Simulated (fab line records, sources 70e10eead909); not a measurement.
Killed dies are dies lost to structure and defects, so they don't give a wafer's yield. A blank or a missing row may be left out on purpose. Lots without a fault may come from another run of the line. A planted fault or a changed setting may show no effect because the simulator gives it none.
fab line records | flow nand_harc | part 1 of 2: steps 1 to 4 of 6
record lots=24 wafers=72 last_day=34
route steps=1302 shown A_CHANNEL_FILL_D2@633 A_STAIRCASE@667
lots that met no fault: from a run of the same line without faults
start_h: hours from the record's first day to the start of the lot's first wafer shown | wait_h: hours since the lot's step before | " the same as in the row above | L1.1+2: a row that stands for several wafers | - no value, or no start given | * or withheld: withheld | < > ~ a bound
route shown NAME@n: a module of which the file shows steps, and the number in the route of the first | usual: mean/standard deviation of fault-free wafers | same: alike in all rows | chamber/n: place in a boat | sites: the reading at each site | _std_site: their standard deviation | _edge_site: outer sites' mean less inner sites' | radius_mm: how far each site lies from the wafer's centre | mask NAME#n: copy n | behind: the tool/chamber that last shaped the wafer | hold: why the lot was held/for how many hours/how that ended | device: the transistor (n, p or np) that didn't switch | end of line: the same wafers' tests at the end of the route | a step without rows: its recipe alone | killed: dies lost to structure and defects at the first sort, not the wafer's yield | map: a wafer's dies, x killed, . not, _ none there
set.NAME: the setting as run; set.NAME@STEP: as run at that earlier step | model.NAME: the simulator's own value behind a step, which no gauge read
steps of the route over a sample of lots; a table a step, a row a wafer
services: from which hour (start_h, from the record's first day; less than 0 if before it) a tool's chamber was out of use, for how many hours, and why
## steps
# step NHARC_A_CHANNEL_FILL_D2_CMP_10
# recipe target_thk_nm=150
# usual motor_current_A=12.0/1 retaining_ring_pressure_frac=1.000/0.0049 time_to_endpoint_s=15.2/2.2
# columns lot.wafer tool chamber start_h wait_h motor_current_A retaining_ring_pressure_frac time_to_endpoint_s
L074.1 cmp-04 1 358.53 0.4 13.1 1.001 14.0
L074.2 " 3 " " 11.8 0.989 12.8
L074.4 " 0 " " 12.5 0.996 18.7
L076.4 cmp-04 3 370.91 0.4 12.3 1.005 12.2
L076.6 " 2 " " 13.8 0.999 14.0
L076.5 " 3 " " 11.4 1.008 14.3
L075.3 cmp-01 3 370.91 0.4 12.2 0.997 16.4
L075.6 " 1 " " 10.9 1.004 14.4
L075.5 " 2 " " 10.8 0.998 15.6
L077.3 cmp-03 0 377.85 0.4 12.0 1.003 11.6
L077.1 " 1 " " 13.1 0.999 14.7
L077.2 " 2 " " 13.1 0.992 14.3
L078.1 cmp-03 2 396.53 0.4 13.7 0.993 17.7
L078.4 " 3 " " 11.9 1.000 13.3
L078.2 " 1 " " 12.9 0.999 16.0
L079.2 cmp-03 2 410.19 0.4 13.5 1.000 15.0
L079.5 " 2 " " 13.7 0.994 13.1
L079.6 " 3 " " 11.7 0.995 12.6
L080.4 cmp-01 2 432.47 0.4 11.1 0.997 15.4
L080.3 " 1 " " 10.8 0.991 13.4
L080.5 " 2 " " 10.6 1.004 12.8
L081.3 cmp-04 0 437.69 0.4 12.0 1.005 19.1
L081.1 " 1 " " 13.5 0.996 16.8
L081.5 " 0 " " 12.0 1.005 21.3
L082.4 cmp-04 1 448.97 0.4 12.4 1.005 14.3
L082.1 " 3 " " 11.7 1.001 13.8
L082.5 " 0 " " 12.1 0.996 17.4
L084.2 cmp-01 0 448.99 0.4 11.9 1.004 19.0
L084.5 " 2 " " 10.5 0.999 16.3
L084.6 " 3 " " 11.6 0.999 13.7
L083.4 cmp-01 0 454.40 0.4 11.1 1.011 17.3
L083.2 " 1 " " 10.7 0.995 17.2
L083.3 " 2 " " 11.1 0.997 17.7
L086.2 cmp-01 3 468.35 0.4 12.2 0.999 12.2
L086.1 " 1 " " 10.5 1.001 11.3
L086.5 " 0 " " 11.5 0.994 16.1
L085.2 cmp-03 3 468.37 0.4 10.9 0.994 12.4
L085.4 " 0 " " 11.1 1.005 13.6
L085.1 " 1 " " 13.1 0.998 15.5
L087.1 cmp-04 2 474.28 0.4 14.7 1.005 16.3
L087.4 " 3 " " 11.5 0.994 15.7
L087.6 " 1 " " 12.4 1.001 15.7
L089.3 cmp-03 3 509.13 0.4 11.3 1.002 14.1
L089.4 " 1 " " 13.9 1.010 16.7
L089.6 " 3 " " 11.5 1.001 14.5
L088.4 cmp-01 0 509.18 0.4 11.7 1.001 16.9
L088.5 " 2 " " 11.2 1.000 18.5
L088.6 " 3 " " 12.5 1.002 16.7
L091.3 cmp-04 1 515.66 0.4 13.0 1.010 14.5
L091.2 " 2 " " 13.7 0.994 14.9
L091.1 " 0 " " 12.0 1.002 20.6
L090.1 cmp-01 3 519.47 0.4 12.5 0.999 14.5
L090.2 " 1 " " 10.4 1.004 14.0
L090.6 " 3 " " 12.4 1.003 17.1
L092.1 cmp-01 2 529.59 0.4 11.4 0.991 17.9
L092.4 " 3 " " 12.5 0.995 17.1
L092.5 " 1 " " 10.8 1.001 17.8
L093.3 cmp-03 0 551.27 0.4 11.2 1.002 11.2
L093.4 " 1 " " 13.3 1.005 14.0
L093.2 " 2 " " 12.8 1.007 11.5
L094.3 cmp-01 2 556.91 0.4 10.7 0.994 15.0
L094.2 " 3 " " 11.9 1.007 13.1
L094.5 " 3 " " 11.8 1.008 14.7
L095.3 cmp-03 2 565.05 0.4 13.6 1.001 11.4
L095.1 " 0 " " 11.6 0.997 12.1
L095.6 " 2 " " 13.2 1.001 11.3
L096.2 cmp-01 3 565.10 0.4 12.1 1.009 12.8
L096.4 " 0 " " 11.6 1.009 15.5
L096.5 " 1 " " 10.5 1.003 11.5
L097.3 cmp-04 0 575.24 0.4 12.1 0.995 18.8
L097.4 " 1 " " 12.9 1.005 15.3
L097.1 " 2 " " 14.1 1.003 14.8
# step NHARC_A_STAIRCASE_DESCUM_11
# recipe time_s=3 o2_flow_sccm=200 ar_flow_sccm=0 bias_power_w=0 chemistry=O2
# usual drypump_motor_current_A=5.6/0.42 oes_product_au=0.997/0.0097 rf_vpp_V=57.6/0.88 showerhead_plenum_p_Torr=1.88/0.084 throttle_valve_pct=11.311/0.0093
# columns lot.wafer tool chamber start_h wait_h drypump_motor_current_A oes_product_au rf_hours_counter_h rf_vpp_V showerhead_plenum_p_Torr throttle_valve_pct
L074.1 rie_diel-02 3 361.93 - 5.2 1.007 45 58.4 1.87 11.315
L074.2 " 0 " " 5.2 0.992 46 58.2 1.94 11.304
L074.4 " 1 " " 6.2 0.984 - 59.4 2.06 11.295
L075.3 rie_diel-11 0 374.29 - 6.3 0.991 33 56.5 1.87 11.318
L075.5 " 3 " " 5.9 0.999 - 56.4 1.82 11.303
L075.6 " 0 " " 6.3 0.996 - 57.6 1.87 11.295
L076.4 rie_diel-03 1 374.59 - 5.7 0.971 22 57.9 1.77 11.322
L076.6 " 0 " " 6.1 0.986 - 57.7 1.93 11.315
L076.5 " 1 " " 5.7 0.983 - 57.5 1.77 11.341
L077.3 rie_diel-11 2 381.35 - 5.3 0.991 42 58.2 1.84 11.298
L077.2 " 3 " " 5.9 0.992 36 57.0 1.82 11.328
L077.1 " 1 " " 5.6 1.012 40 56.3 1.78 11.300
L078.2 rie_diel-03 0 405.06 - 6.1 0.992 33 57.5 1.92 11.311
L078.1 " 1 " " 5.8 0.989 30 58.0 1.76 11.327
L078.4 " 3 " " 5.1 1.010 32 56.6 1.88 11.296
L079.2 rie_diel-02 1 414.03 - 6.2 0.997 2 58.0 2.06 11.321
L079.5 " 0 " " 5.2 1.000 - 58.3 1.93 11.309
L079.6 " 1 " " 6.2 0.991 - 59.5 2.06 11.308
L080.3 rie_diel-02 0 436.13 - 5.3 1.001 6 57.4 1.93 11.303
L080.4 " 1 " " 6.2 0.989 6 58.8 2.06 11.316
L080.5 " 0 " " 5.2 1.005 - 56.7 1.93 11.302
L081.1 rie_diel-02 3 441.05 - 5.3 1.014 8 56.8 1.86 11.311
L081.3 " 0 " " 5.2 1.014 7 58.1 1.93 11.306
L081.5 " 1 " " 6.2 0.993 - 57.5 2.06 11.315
L084.2 rie_diel-03 0 452.48 - 6.1 0.987 53 58.6 1.92 11.298
L084.5 " 1 " " 5.8 0.985 - 55.3 1.76 11.302
L084.6 " 2 " " 5.5 0.993 - 57.5 1.90 11.300
L082.1 rie_diel-11 3 452.68 - 5.8 1.003 5 56.4 1.82 11.309
L082.4 " 3 " " 5.8 1.005 - 57.5 1.82 11.289
L082.5 " 1 " " 5.6 1.011 - 59.4 1.77 11.313
L083.4 rie_diel-03 2 457.82 - 5.5 0.996 50 58.2 1.90 11.308
L083.3 " 3 " " 5.1 1.002 51 57.9 1.87 11.308
L083.2 " 0 " " 6.0 0.986 54 57.3 1.92 11.288
L085.4 rie_diel-11 1 471.72 - 5.6 0.997 11 57.2 1.77 11.312
L085.1 " 2 " " 5.3 1.003 11 56.3 1.83 11.307
L085.2 " 3 " " 5.8 1.005 12 56.5 1.81 11.300
L086.2 rie_diel-11 2 472.04 - 5.3 0.998 11 58.6 1.83 11.315
L086.1 " 3 " " 5.9 1.007 12 55.8 1.82 11.316
L086.5 " 1 " " 5.6 1.012 - 57.7 1.77 11.319
L087.1 rie_diel-03 0 477.80 - 6.1 0.974 6 58.8 1.91 11.306
L087.4 " 2 " " 5.5 0.989 4 58.7 1.90 11.319
L087.6 " 0 " " 6.1 0.980 - 58.7 1.91 11.313
L088.4 rie_diel-02 2 512.70 - 4.9 1.006 32 58.0 1.90 11.304
L088.5 " 2 " " 5.0 0.992 - 55.9 1.90 11.323
L088.6 " 3 " " 5.2 1.003 - 57.3 1.85 11.301
L089.4 rie_diel-11 2 512.99 - 5.3 1.006 18 57.5 1.83 11.322
L089.3 " 3 " " 5.8 0.997 21 57.0 1.81 11.315
L089.6 " 0 " " 6.4 0.990 - 57.3 1.86 11.311
L091.1 rie_diel-02 1 519.14 - 6.2 0.990 36 57.2 2.05 11.307
L091.2 " 2 " " 4.9 0.999 34 59.1 1.89 11.309
L091.3 " 3 " " 5.2 1.003 34 56.4 1.85 11.320
L090.1 rie_diel-02 2 524.56 - 5.0 0.992 37 58.3 1.89 11.311
L090.2 " 1 " " 6.2 0.989 39 57.7 2.05 11.288
L090.6 " 2 " " 4.9 0.992 - 57.0 1.89 11.309
L092.4 rie_diel-03 3 533.24 - 5.1 1.003 24 58.6 1.86 11.329
L092.1 " 0 " " 6.1 0.978 25 59.1 1.91 11.310
L092.5 " 3 " " 5.1 1.003 - 56.8 1.86 11.298
L093.2 rie_diel-02 1 555.35 - 6.2 0.976 50 59.5 2.04 11.311
L093.3 " 2 " " 5.0 0.992 49 57.4 1.89 11.316
L093.4 " 3 " " 5.2 1.006 52 58.2 1.85 11.305
L094.3 rie_diel-11 3 560.29 - 5.9 1.003 39 57.9 1.81 11.321
L094.2 " 1 " " 5.6 1.014 43 57.7 1.76 11.311
L094.5 " 3 " " 5.9 1.003 - 58.5 1.81 11.322
L096.2 rie_diel-03 1 568.85 - 5.8 0.991 38 58.0 2.06 11.311
L096.4 " 3 " " 5.1 0.998 30 58.1 1.86 11.312
L096.5 " 1 " " 5.8 0.986 - 59.3 2.06 11.308
L095.1 rie_diel-11 2 569.13 - 5.3 1.014 38 58.2 1.82 11.311
L095.3 " 0 " " 6.3 0.996 23 57.1 1.86 11.317
L095.6 " 1 " " 5.6 1.008 - 56.5 1.76 11.318
L097.1 rie_diel-11 0 579.14 - 6.3 0.985 27 58.4 1.86 11.320
L097.3 " 2 " " 5.3 1.004 41 57.4 1.82 11.306
L097.4 " 3 " " 5.8 1.001 44 57.6 1.80 11.325
# step NHARC_A_STAIRCASE_TRIM_20
# recipe time_s=211.2 o2_flow_sccm=500 ar_flow_sccm=0 bias_w=0 chemistry=O2
# usual drypump_motor_current_A=5.6/0.44 oes_product_au=0.996/0.011 rf_vpp_V=57.6/0.88 showerhead_plenum_p_Torr=3.50/0.15 throttle_valve_pct=17.036/0.01
# columns lot.wafer tool chamber start_h wait_h drypump_motor_current_A oes_product_au rf_hours_counter_h rf_vpp_V showerhead_plenum_p_Torr throttle_valve_pct
L074.2 rie_diel-02 1 363.23 0.1 6.2 0.979 46 57.3 3.78 17.029
L074.1 " 0 " " 5.2 0.988 46 57.0 3.57 17.040
L074.4 " 1 " " 6.2 0.989 - 57.5 3.78 17.053
L075.3 rie_diel-11 3 375.41 0.1 5.9 0.997 35 57.6 3.38 17.035
L075.5 " 2 " " 5.3 1.001 - 58.5 3.40 17.023
L075.6 " 3 " " 5.9 0.982 - 56.3 3.38 17.050
L076.4 rie_diel-03 3 375.82 0.1 5.1 0.998 22 57.7 3.47 17.043
L076.5 " 0 " " 6.1 0.981 - 60.4 3.55 17.037
L076.6 " 1 " " 5.8 0.981 - 56.9 3.27 17.040
L077.3 rie_diel-11 1 382.45 0.1 5.6 1.005 41 56.1 3.30 17.033
L077.2 " 2 " " 5.3 0.992 43 56.5 3.40 17.029
L077.1 " 0 " " 6.3 0.989 34 59.2 3.45 17.039
L078.2 rie_diel-02 2 406.17 0.1 4.9 0.994 0 59.0 3.52 17.041
L078.1 " 0 " " 5.3 1.006 0 56.8 3.56 17.027
L078.4 " 1 " " 6.2 0.993 0 59.5 3.78 17.051
L079.2 rie_diel-03 2 415.18 0.1 5.5 0.981 35 58.5 3.52 17.049
L079.5 " 0 " " 6.1 0.974 - 57.9 3.54 17.024
L079.6 " 1 " " 5.8 0.977 - 57.0 3.27 17.046
L080.3 rie_diel-02 0 437.28 0.1 5.2 1.011 6 57.0 3.56 17.037
L080.4 " 1 " " 6.2 0.995 6 58.0 3.77 17.032
L080.5 " 3 " " 5.2 1.003 - 57.0 3.44 17.035
L081.1 rie_diel-02 1 442.16 0.1 6.2 0.987 8 56.6 3.77 17.041
L081.3 " 2 " " 4.9 0.984 8 56.7 3.51 17.045
L081.5 " 1 " " 6.2 0.984 - 59.6 3.77 17.044
L084.2 rie_diel-03 1 453.62 0.1 5.8 0.989 48 55.7 3.26 17.053
L084.5 " 0 " " 6.1 0.974 - 57.7 3.53 17.057
L084.6 " 1 " " 5.7 0.989 - 57.8 3.26 17.054
L082.1 rie_diel-02 2 453.95 0.1 5.0 0.989 13 56.9 3.51 17.022
L082.4 " 0 " " 5.2 0.996 12 57.4 3.56 17.029
L082.5 " 2 " " 5.0 0.992 - 56.0 3.51 17.030
L083.4 rie_diel-11 1 460.23 0.1 5.6 1.019 8 58.0 3.28 17.036
L083.2 " 3 " " 5.9 1.001 8 57.9 3.36 17.041
L083.3 " 0 " " 6.3 1.001 2 56.8 3.44 17.042
L085.2 rie_diel-03 1 472.96 0.1 5.8 0.995 1 58.0 3.81 17.035
L085.1 " 3 " " 5.1 1.000 1 58.1 3.45 17.027
L085.4 " 0 " " 6.1 0.973 1 56.4 3.53 17.029
L086.2 rie_diel-11 1 473.26 0.1 5.6 1.020 12 57.0 3.28 17.041
L086.1 " 2 " " 5.3 1.004 12 57.9 3.39 17.039
L086.5 " 2 " " 5.3 0.995 - 56.8 3.39 17.039
L087.4 rie_diel-03 2 479.02 0.1 5.5 0.997 5 59.9 3.51 17.038
L087.1 " 3 " " 5.1 0.993 5 58.2 3.45 17.059
L087.6 " 1 " " 5.8 0.979 - 59.3 3.80 17.033
L088.4 rie_diel-02 3 513.87 0.1 5.2 1.005 33 57.0 3.43 17.022
L088.5 " 1 " " 6.2 0.987 - 58.1 3.76 17.030
L088.6 " 2 " " 5.0 0.993 - 58.0 3.50 17.038
L089.4 rie_diel-03 3 514.18 0.1 5.1 0.995 15 57.7 3.45 17.039
L089.3 " 1 " " 5.8 0.988 20 56.7 3.80 17.020
L089.6 " 3 " " 5.1 1.000 - 57.7 3.45 17.015
L091.1 rie_diel-11 1 520.24 0.1 5.6 1.015 24 56.3 3.28 17.036
L091.3 " 2 " " 5.3 1.021 19 57.1 3.38 17.046
L091.2 " 3 " " 5.9 1.011 23 58.1 3.35 17.040
L090.1 rie_diel-02 2 525.70 0.1 4.9 0.997 37 56.8 3.49 17.054
L090.2 " 0 " " 5.2 0.995 41 57.6 3.54 17.038
L090.6 " 1 " " 6.2 0.974 - 56.7 3.75 17.019
L092.4 rie_diel-02 3 534.53 0.1 5.2 1.005 47 56.6 3.42 17.022
L092.1 " 1 " " 6.2 0.982 44 58.5 3.75 17.042
L092.5 " 0 " " 5.3 0.993 - 56.6 3.54 17.025
L093.2 rie_diel-02 1 556.52 0.1 6.2 0.992 50 59.1 3.75 17.038
L093.4 " 2 " " 4.9 0.992 49 58.7 3.49 17.023
L093.3 " 3 " " 5.3 1.001 53 57.9 3.42 17.023
L094.2 rie_diel-03 2 561.59 0.1 5.5 1.008 35 57.7 3.49 17.047
L094.3 " 3 " " 5.1 0.997 29 58.0 3.44 17.030
L094.5 " 0 " " 6.1 0.994 - 58.5 3.51 17.037
L096.4 rie_diel-02 3 569.97 0.1 5.2 1.003 56 56.6 3.41 17.034
L096.2 " 1 " " 6.2 0.991 53 58.5 3.75 17.037
L096.5 " 3 " " 5.2 1.000 - 56.8 3.41 17.013
L095.3 rie_diel-11 3 570.23 0.1 5.9 1.014 41 57.0 3.34 17.053
L095.1 " 2 " " 5.3 1.009 38 57.5 3.37 17.028
L095.6 " 3 " " 5.8 1.008 - 57.5 3.34 17.033
L097.4 rie_diel-02 1 581.00 0.1 6.2 0.995 0 58.1 3.75 17.044
L097.3 " 2 " " 5.0 1.005 0 57.9 3.49 17.054
L097.1 " 0 " " 5.2 1.001 0 58.2 3.53 17.048
# step NHARC_A_STAIRCASE_ETCH_190
# recipe target_depth_a=1000 time_s=40.5 ion_energy_ev=400 c4f8_flow_sccm=20 o2_flow_sccm=10 ar_flow_sccm=withheld rf_w=600 bias_w=1000 chemistry=C4F8/O2
# usual oes_product_au=0.940/0.01 rf_vpp_V=894/5.3
# columns lot.wafer tool chamber start_h wait_h oes_product_au rf_hours_counter_h rf_vpp_V
L074.2 rie_diel-03 0 - - 0.922 22 897
L074.4 " 1 " " 0.922 19 886
L074.1 " 2 " " 0.928 20 896
L075.3 rie_diel-11 1 - - 0.939 40 887
L075.6 " 3 " " 0.928 - 891
L075.5 " 0 " " 0.924 - 894
L076.4 rie_diel-02 1 - - 0.941 50 905
L076.6 " 2 " " 0.948 - 895
L076.5 " 3 " " 0.943 - 894
L077.3 rie_diel-02 3 - - 0.954 53 893
L077.1 " 0 " " 0.953 53 897
L077.2 " 1 " " 0.956 53 905
L078.4 rie_diel-11 3 - - 0.932 50 890
L078.1 " 0 " " 0.937 46 894
L078.2 " 1 " " 0.951 50 887
L079.2 rie_diel-11 0 - - 0.931 48 892
L079.6 " 1 " " 0.949 - 886
L079.5 " 0 " " 0.938 - 894
L080.4 rie_diel-02 2 - - 0.939 7 895
L080.3 " 3 " " 0.943 7 894
L080.5 " 1 " " 0.945 - 905
L081.1 rie_diel-02 2 - - 0.944 9 896
L081.3 " 3 " " 0.970 9 894
L081.5 " 1 " " 0.925 - 905
L084.2 rie_diel-03 3 - - 0.943 51 893
L084.6 " 3 " " 0.938 - 892
L084.5 " 0 " " 0.921 - 897
L082.4 rie_diel-02 1 - - 0.949 13 906
L082.1 " 2 " " 0.944 13 895
L082.5 " 3 " " 0.940 - 892
L083.3 rie_diel-11 2 - - 0.952 9 891
L083.4 " 0 " " 0.947 3 893
L083.2 " 1 " " 0.961 9 886
L086.1 rie_diel-11 3 - - 0.942 13 890
L086.2 " 1 " " 0.947 13 887
L086.5 " 3 " " 0.934 - 890
L085.1 rie_diel-03 3 - - 0.926 5 892
L085.4 " 0 " " 0.916 6 896
L085.2 " 1 " " 0.938 6 907
L087.1 rie_diel-03 0 - - 0.931 8 896
L087.4 " 1 " " 0.951 8 906
L087.6 " 1 " " 0.943 - 907
L088.4 rie_diel-02 1 - - 0.931 35 905
L088.6 " 0 " " 0.945 - 895
L088.5 " 1 " " 0.937 - 904
L089.3 rie_diel-11 1 - - 0.940 23 885
L089.6 " 2 " " 0.942 - 891
L089.4 " 1 " " 0.940 - 887
L091.3 rie_diel-03 0 - - 0.918 21 895
L091.2 " 2 " " 0.940 20 894
L091.1 " 3 " " 0.932 18 894
L090.2 rie_diel-11 2 - - 0.933 24 890
L090.1 " 1 " " 0.939 28 887
L090.6 " 3 " " 0.932 - 888
L092.4 rie_diel-02 3 - - 0.954 48 891
L092.1 " 1 " " 0.930 44 905
L092.5 " 3 " " 0.931 - 892
L093.2 rie_diel-02 0 - - 0.939 54 896
L093.3 " 2 " " 0.941 51 894
L093.4 " 3 " " 0.947 54 892
L094.3 rie_diel-02 0 - - 0.948 55 896
L094.2 " 1 " " 0.932 52 904
L094.5 " 1 " " 0.934 - 903
L096.2 rie_diel-11 1 - - 0.946 46 886
L096.4 " 1 " " 0.948 - 887
L096.5 " 2 " " 0.941 - 891
L095.1 rie_diel-03 0 - - 0.934 38 894
L095.3 " 1 " " 0.941 40 906
L095.6 " 2 " " 0.940 - 895
L097.4 rie_diel-02 0 - - 0.944 4 897
L097.1 " 1 " " 0.931 3 904
L097.3 " 2 " " 0.939 5 895
